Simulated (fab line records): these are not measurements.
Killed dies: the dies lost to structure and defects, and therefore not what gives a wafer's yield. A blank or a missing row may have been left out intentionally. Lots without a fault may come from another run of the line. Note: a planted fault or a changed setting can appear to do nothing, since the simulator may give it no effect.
Which tool did it? / flow nand harc / 6 lots, 18 wafers sampled, at 2 steps of a route of 1302

## WHAT THE GAUGES READ, wafer by wafer
NHARC_A_ONON_D1_THK_MEAS_02: measures by ellipsometry.
lot=L505; measured=day 7 21:52; on=film metro-01; thk nm (nm)=985 985 986
lot=L508; measured=day 8 23:36; on=film metro-01; thk nm (nm)=1002 1002 1004
lot=L510; measured=day 9 19:30; on=film metro-01; thk nm (nm)=990 992 992
lot=L513; measured=day 11 05:52; on=film metro-01; thk nm (nm)=993 991 992
lot=L516; measured=day 12 12:59; on=film metro-01; thk nm (nm)=996 996 995
lot=L521; measured=day 14 17:04; on=film metro-01; thk nm (nm)=997 997 998

## EACH LOT AND THE TOOL THAT RAN IT (in order: tool; ch and the chambers of the sampled wafers; start)
lot=L505; NHARC_A_ONON_D1_DEP_00=pecvd onon-02 ch 0, day 7 21:24
lot=L508; NHARC_A_ONON_D1_DEP_00=pecvd onon-04 ch 0, day 8 23:05
lot=L510; NHARC_A_ONON_D1_DEP_00=pecvd onon-03 ch 0, day 9 19:00
lot=L513; NHARC_A_ONON_D1_DEP_00=pecvd onon-02 ch 0, day 11 05:21
lot=L516; NHARC_A_ONON_D1_DEP_00=pecvd onon-02 ch 0, day 12 12:28
lot=L521; NHARC_A_ONON_D1_DEP_00=pecvd onon-02 ch 0, day 14 16:33
- NHARC_A_ONON_D1_DEP_00: target thk 1000 nm.

## THE ANSWER, worked out from the rows above alone
Rule: the usual values come from the lots themselves. The widest of any qualifying gaps counts: lots, ordered by their means at a reading, are off when they make up no more than a third of the lots, leave a main group of 4 or more, and stand apart from it by 3 or more times the standard deviation of that group's means. The tables above print the reading to a certain number of digits; a main group whose means all agree to those digits is not used. A lot without any number at a reading at which 4 lots or more have one is off too. Where the step has rows for the other lots, those lots are counted as sound.
Nothing can be told from this: no lot is off at any reading shown.

## WHAT THE SIMULATOR HAD PUT IN
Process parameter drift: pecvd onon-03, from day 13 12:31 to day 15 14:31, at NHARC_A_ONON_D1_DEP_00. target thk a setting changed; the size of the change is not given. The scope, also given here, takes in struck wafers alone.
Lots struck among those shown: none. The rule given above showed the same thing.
